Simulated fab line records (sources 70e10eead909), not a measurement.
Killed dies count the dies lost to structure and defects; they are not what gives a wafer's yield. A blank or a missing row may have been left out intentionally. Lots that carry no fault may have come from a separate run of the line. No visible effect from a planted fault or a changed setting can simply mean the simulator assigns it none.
Which of the tools did it? || flow nand harc || Sampling: 10 lots, 30 wafers, 7 of 1302 route steps

## WHAT EACH GAUGE READ, for each wafer
NHARC_P_CONTACT_CD_MEAS_19.
{"lot": "L833", "measured": "day 6 15:43", "on": "cd sem-01", "cd nm (nm)": "88.5 88.4 88.3"}
{"lot": "L836", "measured": "day 7 23:47", "on": "cd sem-03", "cd nm (nm)": "88.7 88.1 90.3"}
{"lot": "L837", "measured": "day 8 15:15", "on": "cd sem-01", "cd nm (nm)": "88.2 89.9 89.8"}
{"lot": "L838", "measured": "day 9 00:07", "on": "cd sem-02", "cd nm (nm)": "90.0 90.1 92.0"}
{"lot": "L842", "measured": "day 10 15:07", "on": "cd sem-01", "cd nm (nm)": "87.6 89.7 89.0"}
{"lot": "L843", "measured": "day 11 01:43", "on": "cd sem-02", "cd nm (nm)": "91.5 92.8 91.5"}
{"lot": "L845", "measured": "day 11 22:24", "on": "cd sem-02", "cd nm (nm)": "87.9 89.7 89.6"}
{"lot": "L850", "measured": "day 14 03:26", "on": "cd sem-03", "cd nm (nm)": "89.6 90.1 89.0"}
{"lot": "L852", "measured": "day 14 19:05", "on": "cd sem-02", "cd nm (nm)": "90.1 91.6 90.3"}
{"lot": "L854", "measured": "day 15 14:49", "on": "cd sem-02", "cd nm (nm)": "89.2 88.2 87.9"}

NHARC_P_M0_CD_MEAS_09: target cd 90 nm.
{"lot": "L833", "measured": "day 6 18:49", "on": "cd sem-02", "cd nm (nm)": "89.8 89.4 89.6"}
{"lot": "L836", "measured": "day 8 02:55", "on": "cd sem-01", "cd nm (nm)": "89.4 89.3 89.7"}
{"lot": "L837", "measured": "day 8 18:14", "on": "cd sem-03", "cd nm (nm)": "90.3 89.8 89.8"}
{"lot": "L838", "measured": "day 9 03:07", "on": "cd sem-01", "cd nm (nm)": "89.9 89.8 89.8"}
{"lot": "L842", "measured": "day 10 18:10", "on": "cd sem-03", "cd nm (nm)": "89.6 89.1 89.3"}
{"lot": "L843", "measured": "day 11 04:49", "on": "cd sem-01", "cd nm (nm)": "89.4 89.2 89.4"}
{"lot": "L845", "measured": "day 12 01:33", "on": "cd sem-03", "cd nm (nm)": "89.5 89.5 89.8"}
{"lot": "L850", "measured": "day 14 06:32", "on": "cd sem-02", "cd nm (nm)": "84.6 84.3 83.5"}
{"lot": "L852", "measured": "day 14 22:14", "on": "cd sem-02", "cd nm (nm)": "89.3 90.3 90.6"}
{"lot": "L854", "measured": "day 15 17:55", "on": "cd sem-02", "cd nm (nm)": "85.4 84.7 85.6"}

NHARC_P_M0_CD_MEAS_16.
{"lot": "L833", "measured": "day 6 19:18", "on": "cd sem-03", "cd nm (nm)": "89.0 89.4 89.6"}
{"lot": "L836", "measured": "day 8 03:34", "on": "cd sem-03", "cd nm (nm)": "88.8 88.6 89.9"}
{"lot": "L837", "measured": "day 8 18:49", "on": "cd sem-02", "cd nm (nm)": "90.2 89.9 89.8"}
{"lot": "L838", "measured": "day 9 03:37", "on": "cd sem-03", "cd nm (nm)": "90.2 90.3 89.7"}
{"lot": "L842", "measured": "day 10 18:38", "on": "cd sem-02", "cd nm (nm)": "89.3 88.9 89.1"}
{"lot": "L843", "measured": "day 11 05:19", "on": "cd sem-03", "cd nm (nm)": "89.1 88.6 89.3"}
{"lot": "L845", "measured": "day 12 02:05", "on": "cd sem-02", "cd nm (nm)": "89.2 89.5 89.5"}
{"lot": "L850", "measured": "day 14 07:01", "on": "cd sem-02", "cd nm (nm)": "84.6 84.0 83.0"}
{"lot": "L852", "measured": "day 14 22:43", "on": "cd sem-03", "cd nm (nm)": "90.2 90.4 90.7"}
{"lot": "L854", "measured": "day 15 18:24", "on": "cd sem-03", "cd nm (nm)": "85.5 84.9 84.8"}

NHARC_END_SORT_01.
{"lot": "L842", "measured": "day 30 08:27", "on": "prober-02", "defect limited yield (%)": "91.1 92.0 93.9", "killed at array": "57 50 40", "killed at other": "0 0 0", "killed at periphery": "3 4 1", "killed dies": "60 54 41", "killed open": "3 6 3", "killed short": "2 4 1", "sort_bin_2_pct (%)": "3.0 2.8 1.6", "sort_bin_3_pct (%)": "0.9 1.0 0.6", "sort_bin_4_pct (%)": "5.0 4.1 3.8", "sort n pass": "617 623 636", "sort rim yield pct (%)": "96 86 89", "sort yield pct (%)": "91.1 92.0 93.9"}
{"lot": "L845", "measured": "day 30 11:19", "on": "prober-01", "defect limited yield (%)": "92.0 90.7 92.3", "killed at array": "50 60 51", "killed at other": "0 0 0", "killed at periphery": "4 3 1", "killed dies": "54 63 52", "killed open": "3 3 2", "killed short": "2 0 5", "sort_bin_2_pct (%)": "2.8 4.6 3.5", "sort_bin_3_pct (%)": "0.6 0.7 0.7", "sort_bin_4_pct (%)": "4.6 4.0 3.4", "sort n pass": "623 614 625", "sort rim yield pct (%)": "94 91 92", "sort yield pct (%)": "92.0 90.7 92.3"}

## WHAT TOOL EACH LOT RAN ON (gives the tool, then ch and the chambers of the sampled wafers, and finally the start)
{"lot": "L833", "NHARC_P_CONTACT_ETCH_36": "rie diel-09 ch 0,2,3, day 6 15:43 or earlier", "NHARC_P_CONTACT_STRIP_28": "rie diel-05 ch 1,2,3, day 6 15:49", "NHARC_P_M0_EXPOSE_06": "arfi scanner-02 ch 0, day 6 18:41"}
{"lot": "L836", "NHARC_P_CONTACT_ETCH_36": "rie diel-05 ch 1,2,3, day 7 23:47 or earlier", "NHARC_P_CONTACT_STRIP_28": "rie diel-09 ch 1,3, day 7 23:51", "NHARC_P_M0_EXPOSE_06": "arfi scanner-03 ch 0, day 8 02:47"}
{"lot": "L837", "NHARC_P_CONTACT_ETCH_36": "rie diel-09 ch 0,1,3, day 8 15:15 or earlier", "NHARC_P_CONTACT_STRIP_28": "rie diel-05 ch 2,3, day 8 15:19", "NHARC_P_M0_EXPOSE_06": "arfi scanner-03 ch 0, day 8 18:05"}
{"lot": "L838", "NHARC_P_CONTACT_ETCH_36": "rie diel-05 ch 0,1,2, day 9 00:07 or earlier", "NHARC_P_CONTACT_STRIP_28": "rie diel-07 ch 1,2,3, day 9 00:13", "NHARC_P_M0_EXPOSE_06": "arfi scanner-03 ch 0, day 9 02:59"}
{"lot": "L842", "NHARC_P_CONTACT_ETCH_36": "rie diel-07 ch 1,2,3, day 10 15:07 or earlier", "NHARC_P_CONTACT_STRIP_28": "rie diel-07 ch 2,3, day 10 15:11", "NHARC_P_M0_EXPOSE_06": "arfi scanner-02 ch 0, day 10 18:01"}
{"lot": "L843", "NHARC_P_CONTACT_ETCH_36": "rie diel-07 ch 0,1, day 11 01:43 or earlier", "NHARC_P_CONTACT_STRIP_28": "rie diel-07 ch 0,2, day 11 01:47", "NHARC_P_M0_EXPOSE_06": "arfi scanner-03 ch 0, day 11 04:41"}
{"lot": "L845", "NHARC_P_CONTACT_ETCH_36": "rie diel-09 ch 0,1,2, day 11 22:24 or earlier", "NHARC_P_CONTACT_STRIP_28": "rie diel-09 ch 1,2,3, day 11 22:30", "NHARC_P_M0_EXPOSE_06": "arfi scanner-03 ch 0, day 12 01:25"}
{"lot": "L850", "NHARC_P_CONTACT_ETCH_36": "rie diel-07 ch 0,1,3, day 14 03:26 or earlier", "NHARC_P_CONTACT_STRIP_28": "rie diel-07 ch 1,2,3, day 14 03:30", "NHARC_P_M0_EXPOSE_06": "arfi scanner-02 ch 0, day 14 06:23"}
{"lot": "L852", "NHARC_P_CONTACT_ETCH_36": "rie diel-09 ch 0,1,2, day 14 19:05 or earlier", "NHARC_P_CONTACT_STRIP_28": "rie diel-07 ch 0,1,3, day 14 19:10", "NHARC_P_M0_EXPOSE_06": "arfi scanner-01 ch 0, day 14 22:05"}
{"lot": "L854", "NHARC_P_CONTACT_ETCH_36": "rie diel-09 ch 0,3, day 15 14:49 or earlier", "NHARC_P_CONTACT_STRIP_28": "rie diel-09 ch 0,3, day 15 14:53", "NHARC_P_M0_EXPOSE_06": "arfi scanner-02 ch 0, day 15 17:47"}
- NHARC_P_CONTACT_ETCH_36: etches the open film in N2/H2, target depth 260 nm, time 406.25 s.
- NHARC_P_CONTACT_STRIP_28: strips in O2.
- NHARC_P_M0_EXPOSE_06: exposes mask P M0, target cd 90 nm.

## WHAT THE TOOLS THEMSELVES READ (means of the sampled wafers that have a number; where no wafer has one, the mark that the record gives instead)
NHARC_P_CONTACT_ETCH_36.
{"lot": "L833", "tool": "rie diel-09", "drypump motor current A (A)": 5.2, "oes product au (a.u.)": 1.002, "rf vpp V (V)": 428.3, "showerhead plenum p Torr (Torr)": 1.98, "throttle valve pct (%)": 14.167}
{"lot": "L836", "tool": "rie diel-05", "drypump motor current A (A)": 5.9, "oes product au (a.u.)": 0.992, "rf vpp V (V)": 429.8, "showerhead plenum p Torr (Torr)": 2.02, "throttle valve pct (%)": 14.171}
{"lot": "L837", "tool": "rie diel-09", "drypump motor current A (A)": 5.1, "oes product au (a.u.)": 1.006, "rf vpp V (V)": 430.5, "showerhead plenum p Torr (Torr)": 2.05, "throttle valve pct (%)": 14.165}
{"lot": "L838", "tool": "rie diel-05", "drypump motor current A (A)": 5.9, "oes product au (a.u.)": 1.002, "rf vpp V (V)": 428.8, "showerhead plenum p Torr (Torr)": 2.00, "throttle valve pct (%)": 14.178}
{"lot": "L842", "tool": "rie diel-07", "drypump motor current A (A)": 5.8, "oes product au (a.u.)": 1.001, "rf vpp V (V)": 430.5, "showerhead plenum p Torr (Torr)": 2.03, "throttle valve pct (%)": 14.180}
{"lot": "L843", "tool": "rie diel-07", "drypump motor current A (A)": 5.8, "oes product au (a.u.)": 1.005, "rf vpp V (V)": 432.6, "showerhead plenum p Torr (Torr)": 2.09, "throttle valve pct (%)": 14.177}
{"lot": "L845", "tool": "rie diel-09", "drypump motor current A (A)": 5.3, "oes product au (a.u.)": 1.001, "rf vpp V (V)": 429.1, "showerhead plenum p Torr (Torr)": 2.00, "throttle valve pct (%)": 14.159}
{"lot": "L850", "tool": "rie diel-07", "drypump motor current A (A)": 5.9, "oes product au (a.u.)": 1.000, "rf vpp V (V)": 431.9, "showerhead plenum p Torr (Torr)": 2.09, "throttle valve pct (%)": 14.168}
{"lot": "L852", "tool": "rie diel-09", "drypump motor current A (A)": 5.3, "oes product au (a.u.)": 1.003, "rf vpp V (V)": 429.3, "showerhead plenum p Torr (Torr)": 2.00, "throttle valve pct (%)": 14.166}
{"lot": "L854", "tool": "rie diel-09", "drypump motor current A (A)": 5.1, "oes product au (a.u.)": 0.997, "rf vpp V (V)": 429.4, "showerhead plenum p Torr (Torr)": 2.01, "throttle valve pct (%)": 14.168}

NHARC_P_CONTACT_STRIP_28.
{"lot": "L833", "tool": "rie diel-05", "drypump motor current A (A)": 5.9, "o2 flow sccm (sccm)": 500.7, "oes product au (a.u.)": 0.995, "rf vpp V (V)": 57.3, "showerhead plenum p Torr (Torr)": 3.50, "throttle valve pct (%)": 17.031}
{"lot": "L836", "tool": "rie diel-09", "drypump motor current A (A)": 5.0, "o2 flow sccm (sccm)": 500.1, "oes product au (a.u.)": 1.007, "rf vpp V (V)": 57.5, "showerhead plenum p Torr (Torr)": 3.58, "throttle valve pct (%)": 17.041}
{"lot": "L837", "tool": "rie diel-05", "drypump motor current A (A)": 6.1, "o2 flow sccm (sccm)": 499.4, "oes product au (a.u.)": 1.004, "rf vpp V (V)": 58.3, "showerhead plenum p Torr (Torr)": 3.60, "throttle valve pct (%)": 17.048}
{"lot": "L838", "tool": "rie diel-07", "drypump motor current A (A)": 5.8, "o2 flow sccm (sccm)": 500.0, "oes product au (a.u.)": 0.999, "rf vpp V (V)": 57.6, "showerhead plenum p Torr (Torr)": 3.52, "throttle valve pct (%)": 17.036}
{"lot": "L842", "tool": "rie diel-07", "drypump motor current A (A)": 5.7, "o2 flow sccm (sccm)": 500.9, "oes product au (a.u.)": 1.003, "rf vpp V (V)": 58.6, "showerhead plenum p Torr (Torr)": 3.62, "throttle valve pct (%)": 17.032}
{"lot": "L843", "tool": "rie diel-07", "drypump motor current A (A)": 5.4, "o2 flow sccm (sccm)": 499.5, "oes product au (a.u.)": 0.998, "rf vpp V (V)": 57.7, "showerhead plenum p Torr (Torr)": 3.63, "throttle valve pct (%)": 17.038}
{"lot": "L845", "tool": "rie diel-09", "drypump motor current A (A)": 5.2, "o2 flow sccm (sccm)": 500.9, "oes product au (a.u.)": 1.002, "rf vpp V (V)": 58.2, "showerhead plenum p Torr (Torr)": 3.49, "throttle valve pct (%)": 17.043}
{"lot": "L850", "tool": "rie diel-07", "drypump motor current A (A)": 5.9, "o2 flow sccm (sccm)": 500.9, "oes product au (a.u.)": 1.000, "rf vpp V (V)": 58.4, "showerhead plenum p Torr (Torr)": 3.52, "throttle valve pct (%)": 17.034}
{"lot": "L852", "tool": "rie diel-07", "drypump motor current A (A)": 6.0, "o2 flow sccm (sccm)": 499.8, "oes product au (a.u.)": 0.996, "rf vpp V (V)": 57.5, "showerhead plenum p Torr (Torr)": 3.61, "throttle valve pct (%)": 17.035}
{"lot": "L854", "tool": "rie diel-09", "drypump motor current A (A)": 5.0, "o2 flow sccm (sccm)": 500.4, "oes product au (a.u.)": 1.005, "rf vpp V (V)": 57.2, "showerhead plenum p Torr (Torr)": 3.51, "throttle valve pct (%)": 17.023}

NHARC_P_M0_EXPOSE_06.
{"lot": "L833", "tool": "arfi scanner-02", "exposure dose mJ cm2": 81.22}
{"lot": "L836", "tool": "arfi scanner-03", "exposure dose mJ cm2": 81.38}
{"lot": "L837", "tool": "arfi scanner-03", "exposure dose mJ cm2": 81.25}
{"lot": "L838", "tool": "arfi scanner-03", "exposure dose mJ cm2": 81.28}
{"lot": "L842", "tool": "arfi scanner-02", "exposure dose mJ cm2": 81.21}
{"lot": "L843", "tool": "arfi scanner-03", "exposure dose mJ cm2": 81.30}
{"lot": "L845", "tool": "arfi scanner-03", "exposure dose mJ cm2": 81.25}
{"lot": "L850", "tool": "arfi scanner-02", "exposure dose mJ cm2": 74.39}
{"lot": "L852", "tool": "arfi scanner-01", "exposure dose mJ cm2": 81.24}
{"lot": "L854", "tool": "arfi scanner-02", "exposure dose mJ cm2": 75.84}

## THE ANSWER, worked out from the rows above alone
Rule: usual is defined by the lots themselves. Put in order of their means at a reading, lots are off if they are a third of the lots or fewer, leave a main group of 4 or more, and stand apart from it by a gap of 3 or more times the standard deviation of the main group's means; of several such gaps the widest counts. A main group is skipped when, at the precision printed for the reading in the tables above, its means are all equal. Also off: a lot with no number at a reading for which 4 or more lots have one. Any other lot the step has rows for is counted as sound. After the gauges, taken in route order, come the tools' own readings; for these a lot's mean is taken, as printed above. At the first step where some lot is off, the reading lying furthest off is the one used; lots without a number count as furthest.
Off: L850, L854 (NHARC_P_M0_CD_MEAS_09, cd nm). For the main group the mean is 89.7 nm and the standard deviation 0.26.
If a tool, at a process step before that reading, ran all the lots that are off and no sound lot after the first of them, it fits. The gauges at NHARC_P_M0_CD_MEAS_09 aren't tried: what is off there is off at NHARC_P_M0_EXPOSE_06 too, on other tools, and a gauge's error can't cause that. NHARC_P_CONTACT_ETCH_36 gives no start for some lots, so the hours and the order of its lots are those of NHARC_P_CONTACT_CD_MEAS_19. One fits: NHARC_P_M0_EXPOSE_06 on arfi scanner-02. A fault onset in the window from L842 (day 10 18:01, its last sound lot) to L850 (day 14 06:23, its first lot off) fits.
The tool's own readings at NHARC_P_M0_EXPOSE_06 bear it out: on the lots that are off they differ by more than 5 times the standard deviation of the sound lots' means. exposure dose mJ cm2 reads 75.12 there against 81.27 on the sound lots.

## WHAT WAS PUT IN BY THE SIMULATOR
Process parameter drift: arfi scanner-02, from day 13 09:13 on, at NHARC_P_M0_EXPOSE_06. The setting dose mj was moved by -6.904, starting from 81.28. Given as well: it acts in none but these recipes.
Lots struck among those shown: L850, L854. The rule given above showed the same thing.
